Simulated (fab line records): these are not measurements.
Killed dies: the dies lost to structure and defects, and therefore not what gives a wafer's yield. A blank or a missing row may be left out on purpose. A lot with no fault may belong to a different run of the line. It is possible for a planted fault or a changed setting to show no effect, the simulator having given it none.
A lot that was struck, set against a sound lot || flow nand_harc || 16 out of 1302 route steps
Sound: wafers L311.2, L311.3, L311.4. Struck: wafer L324.1. (L324.4, L324.5 of the same lot were not struck and are left out.) The cause comes at the end.
At each step with rows: each side's tool, then ch and its chambers, then its first start. Under that, the readings that differ: sound wafers || struck wafers || difference of the means || sigmas: that difference in standard deviations of wafers without a fault.
alike: same words and numbers on both sides, and readings whose means sit less than 2 such deviations apart. not compared: any withheld reading, any reading some wafer has no value for, any bound like >300 that may hide the same value, and any number with overlapping values for which the record gives no deviation.
A row with sigmas, a row that says differs or no value, or rows on one side alone: a step with any of these is where the two part. When numbers do not overlap yet have no deviation, they are printed without sigmas and do not part them. A reading that every wafer of one side lacks parts them only if that side has two wafers or more.

NHARC_A_ONON_D2_THK_MEAS_02: measures by ellipsometry.
  sound: film_metro-01 at day 13 21:35; struck: film_metro-01 at day 19 07:54
  alike: thk_nm
then, 1 step without rows for these wafers: NHARC_A_ONON_D2_DEP_03 (target thk 1000 nm).
NHARC_A_ONON_D2_THK_MEAS_05: measures by ellipsometry.
  sound: film_metro-02 at day 13 22:10; struck: film_metro-01 at day 19 08:28
  alike: thk_nm
then, 1 step without rows for these wafers: NHARC_A_ONON_D2_DEP_06 (target thk 1000 nm).
NHARC_A_ONON_D2_THK_MEAS_08: measures by ellipsometry.
  sound: film_metro-02 at day 13 22:44; struck: film_metro-01 at day 19 09:02
  alike: thk_nm
then, 1 step without rows for these wafers: NHARC_A_ONON_D2_DEP_09 (target thk 1000 nm).
NHARC_A_ONON_D2_THK_MEAS_11: measures by ellipsometry.
  sound: film_metro-02 at day 13 23:18; struck: film_metro-01 at day 19 09:38
{"reading": "thk_nm (nm)", "sound": "1008 1008 1008", "struck": 972, "difference": -36, "sigmas": -3}
then, 1 step without rows for these wafers: NHARC_A_ONON_D2_DEP_12 (target thk 1000 nm).
NHARC_A_ONON_D2_THK_MEAS_14: measures by ellipsometry.
  sound: film_metro-01 at day 13 23:52; struck: film_metro-01 at day 19 10:11
  alike: thk_nm
then, 2 steps without rows for these wafers: NHARC_A_ONON_D2_ANNEAL_15 (time 3600 s); NHARC_A_ONON_D2_DEP_16 (target thk 1000 nm).
NHARC_A_ONON_D2_THK_MEAS_18: measures by ellipsometry.
  sound: film_metro-02 at day 14 07:58; struck: film_metro-01 at day 19 18:32
{"reading": "thk_nm (nm)", "sound": "992 992 990", "struck": 1015, "difference": "+24", "sigmas": "+2"}
NHARC_A_ONON_D2_DEP_19: target thk 1000 nm.
  sound on pecvd_onon-03 ch 0, day 14 08:05; struck on pecvd_onon-03 ch 0, day 19 18:44
NHARC_A_ONON_D2_THK_MEAS_21: measures by ellipsometry.
  sound: film_metro-02 at day 14 08:32; struck: film_metro-01 at day 19 19:14
{"reading": "thk_nm (nm)", "sound": "1001 1000 1000", "struck": 1857, "difference": "+857", "sigmas": "+88"}
then, 1 step without rows for these wafers: NHARC_A_ONON_D2_DEP_22 (target thk 1000 nm).
-- record jumps: 12 days between struck wafers' starts before vs after; left off in module A_ONON_D2, resumes in module END, first step shown is number 1302 of the route --
NHARC_END_SORT_01:
  the record has rows for the struck wafers here (prober-02 ch 0, day 31 18:04) and none for the sound ones

## WHERE THEY PART
First at NHARC_A_ONON_D2_THK_MEAS_11; last, within this record, at NHARC_END_SORT_01.

WHY: whatever the simulator had introduced
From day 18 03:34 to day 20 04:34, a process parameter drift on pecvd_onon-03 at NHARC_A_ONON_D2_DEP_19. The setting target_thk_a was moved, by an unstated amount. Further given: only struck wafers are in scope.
